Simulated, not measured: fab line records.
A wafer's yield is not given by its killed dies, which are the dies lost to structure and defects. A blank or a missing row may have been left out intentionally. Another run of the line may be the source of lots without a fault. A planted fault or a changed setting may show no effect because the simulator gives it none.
A struck lot beside a sound one || flow n5Finfet || 19 out of 1938 route steps
Sound: the wafers L925.1, L925.2, L925.5. Wafers struck: L930.1, L930.3, L930.4. Last of all comes the cause.
Order at every step that has rows: each side's tool, ch and its chambers, its first start. Under that, the readings that differ: sound wafers || struck wafers || difference of the means || sigmas: that difference in standard deviations of wafers without a fault.
alike: same words and numbers on both sides, and readings whose means sit less than 2 such deviations apart. not compared: any withheld reading, any reading some wafer has no value for, any bound like >300 that may hide the same value, and any number with overlapping values for which the record gives no deviation.
Wherever a step has rows on one side only, a row that says differs or no value, or a row with sigmas, the two part there. Numbers that have no deviation but don't overlap get no sigmas and don't part them. A reading missing from all wafers of one side parts the sides only when that side holds two or more wafers.

first, 8 steps without rows for these wafers: N5_BEOL_M10_CMP_52 (polishes, stops on SiCOH lowk, t overpolish 7 s, target thk 140 nm); N5_BEOL_M10_PRE_CLEAN_55 (time 15 s); N5_BEOL_M10_DEP_56 (deposits SiCN from 3MS/NH3, target thk 15 nm, time 26.5 s); N5_BEOL_M11_ILD_DEP_00 (deposits SiCOH lowk from DEMS/porogen, target thk 308.51 nm, time 58 s); N5_BEOL_M11_CURE_71 (cures SiCOH lowk, time 240 s); N5_BEOL_M11_PECVD_70 (deposits SiO2 from TEOS/O2, target thk 20 nm, time 22.7 s); N5_BEOL_M11_HM_DEP_02 (deposits TiN, target thk 20 nm); N5_BEOL_M11_COAT_59 (time 60 s, resist thk 100 nm).
N5_BEOL_M11_COAT_60: time 60 s, resist thk 30 nm.
  sound on lithoTrack-02 ch 0, day 10 16:39; struck on lithoTrack-02 ch 0, day 11 20:35
{"reading": "spinSpeedRpm (rpm)", "sound": "1501.0 1500.7 1500.3", "struck": "1550.8 1550.3 1551.5", "difference": "+50.2", "sigmas": "+55"}
{"reading": "model.SiARC_of_BEOL_M11_COAT_60.thkNm (nm)", "sound": "30.2 30 30.2", "struck": "29.6 29.6 29.6", "difference": -0.5, "sigmas": ""}
  alike: heaterPowerTotalW, plateTempC
then, 7 steps without rows for these wafers: N5_BEOL_M11_COAT_05 (resist thk 90 nm); N5_BEOL_M11_EBR_07; N5_BEOL_M11_SOFTBAKE_06 (time 60 s); N5_BEOL_M11_EXPOSE_08 (exposes mask M11); N5_BEOL_M11_PEB_09 (peb time 60 s); N5_BEOL_M11_DEVELOP_10 (develop time 30 s); N5_BEOL_M11_DESCUM_16 (chemistry O2, time 7.9 s).
N5_BEOL_M11_ETCH_61: etches SiARC in CF4, target depth 39 nm, time 65 s.
  sound on rieDiel-04 ch 0,1, day 10 17:08; struck on rieDiel-04 ch 0,1,3, day 11 20:56
{"reading": "model.etch.depthNm (nm)", "sound": "30.13 30.03 30.11", "struck": "29.59 29.52 29.61", "difference": -0.52, "sigmas": ""}
{"reading": "model.CAR-ArF_of_BEOL_M11_COAT_05.thkNm (nm)", "sound": "55 55.2 55.2", "struck": "56 56 56", "difference": "+1", "sigmas": ""}
  alike: drypumpMotorCurrentA, etchRfOnTimeS, oesProductAu, rfVppV, showerheadPlenumPTorr, throttleValvePct
  not compared: rfHoursCounterH
N5_BEOL_M11_ETCH_62: etches SOC in N2/H2, target depth 110 nm, overetch 22 nm, time 165 s.
  sound on rieDiel-04 ch 0,1, day 10 17:11; struck on rieDiel-04 ch 0,1,3, day 11 20:59
{"reading": "model.SiARC_of_BEOL_M11_COAT_60.thkNm (nm)", "sound": "23.6 23.2 23.4", "struck": "23 23 22.8", "difference": "+0", "sigmas": ""}
  alike: drypumpMotorCurrentA, oesProductAu, rfVppV, showerheadPlenumPTorr, throttleValvePct
  not compared: rfHoursCounterH
then, 1 step without rows for these wafers: N5_BEOL_M11_STRIP_68 (strips in N2/H2).

WHERE THEY PART
Only at N5_BEOL_M11_COAT_60, as far as this record shows. Later steps at which nothing parts them and some readings are alike: N5_BEOL_M11_ETCH_61, N5_BEOL_M11_ETCH_62.

WHY: whatever the simulator had introduced
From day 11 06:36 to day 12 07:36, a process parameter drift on lithoTrack-02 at N5_BEOL_M11_COAT_60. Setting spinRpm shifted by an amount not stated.
